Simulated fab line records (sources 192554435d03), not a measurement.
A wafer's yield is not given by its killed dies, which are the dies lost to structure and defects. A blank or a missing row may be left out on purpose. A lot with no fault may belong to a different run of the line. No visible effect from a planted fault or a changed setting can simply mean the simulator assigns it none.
The tool behind it: which one?    flow n5-finfet    12 lots with 36 wafers sampled at 4 steps, on a route of 1938 steps

== WHAT THE GAUGES READ, wafer by wafer ==
N5_BEOL_M13_CD_MEAS_17: the cd target is 190 nm.
lot   measured      on         cd-nm (nm)
L075  day 11 07:24  cd-sem-03  192.7 192.1 193.4
L080  day 12 04:16  cd-sem-03  191.4 191.4 190.4
L077  day 12 14:54  cd-sem-01  192.6 192.2 192.4
L078  day 12 17:25  cd-sem-02  194.5 193.3 191.8
L083  day 13 06:40  cd-sem-02  195.5 193.3 192.6
L085  day 14 03:19  cd-sem-01  187.6 188.8 187.7
L089  day 14 15:40  cd-sem-01  189.6 189.4 189.3
L091  day 14 18:15  cd-sem-02  190.3 190.5 191.4
L088  day 14 22:41  cd-sem-02  189.6 191.5 188.9
L094  day 16 00:37  cd-sem-01  190.1 189.7 192.1
L096  day 16 21:14  cd-sem-01  186.5 187.5 186.9
L095  day 17 02:53  cd-sem-02  191.2 190.5 190.6

== TOOL THAT RAN EACH LOT (tool first, then ch and the chambers of the sampled wafers, then the start) ==
lot   N5_BEOL_M12_CMP_49             N5_BEOL_M13_DESCUM_15               N5_BEOL_M13_ETCH_59
L075  cmp-03 ch 1,2,3, day 11 05:16  rie-diel-03 ch 0,1,2, day 11 06:31  rie-diel-03 ch 0,1,2, day 11 06:33
L080  cmp-01 ch 1,3, day 12 02:38    rie-diel-02 ch 0,2,3, day 12 03:44  rie-diel-02 ch 0,2,3, day 12 03:46
L077  cmp-03 ch 1,2,3, day 12 13:28  rie-diel-02 ch 0,1,2, day 12 14:22  rie-diel-02 ch 0,1,2, day 12 14:25
L078  cmp-04 ch 0,3, day 12 15:43    rie-diel-02 ch 0,2,3, day 12 16:53  rie-diel-02 ch 0,2,3, day 12 16:55
L083  cmp-04 ch 1,2,3, day 13 04:41  rie-diel-02 ch 0,2, day 13 05:47    rie-diel-02 ch 0,2, day 13 05:50
L085  cmp-04 ch 1,2,3, day 14 01:46  rie-diel-03 ch 0,1,3, day 14 02:47  rie-diel-03 ch 0,1,3, day 14 02:50
L089  cmp-01 ch 1,2,3, day 14 13:30  rie-diel-02 ch 1,2,3, day 14 15:08  rie-diel-02 ch 1,2,3, day 14 15:10
L091  cmp-01 ch 0,2, day 14 16:43    rie-diel-02 ch 0,1,2, day 14 17:43  rie-diel-02 ch 0,1,2, day 14 17:45
L088  cmp-01 ch 1,2, day 14 21:07    rie-diel-03 ch 0,1, day 14 22:08    rie-diel-03 ch 0,1, day 14 22:10
L094  cmp-03 ch 0,1,3, day 15 23:08  rie-diel-03 ch 0,2,3, day 16 00:05  rie-diel-03 ch 0,2,3, day 16 00:08
L096  cmp-01 ch 0,2,3, day 16 19:38  rie-diel-03 ch 0,1,2, day 16 20:43  rie-diel-03 ch 0,1,2, day 16 20:45
L095  cmp-01 ch 0,1,3, day 17 01:10  rie-diel-03 ch 0,1,2, day 17 02:21  rie-diel-03 ch 0,1,2, day 17 02:23
- N5_BEOL_M12_CMP_49: polishes, stops on SiOC, t overpolish 20.6 s, target thk 320 nm.
- N5_BEOL_M13_DESCUM_15: chemistry O2, time 7.9 s.
- N5_BEOL_M13_ETCH_59: etches BARC in N2/H2, target depth 89 nm, overetch 26.7 nm, time 67.9 s.

== THE ANSWER, worked out from the rows above alone ==
Rule: usual is defined by the lots themselves. The widest of any qualifying gaps counts: lots, ordered by their means at a reading, are off when they make up no more than a third of the lots, leave a main group of 4 or more, and stand apart from it by 3 or more times the standard deviation of that group's means. A main group is skipped when, at the precision printed for the reading in the tables above, its means are all equal. Also off: a lot with no number at a reading for which 4 or more lots have one. All remaining lots with rows at the step are treated as sound.
Nothing can be told from this: no lot is off at any reading shown.

== WHAT THE SIMULATOR HAD PUT IN ==
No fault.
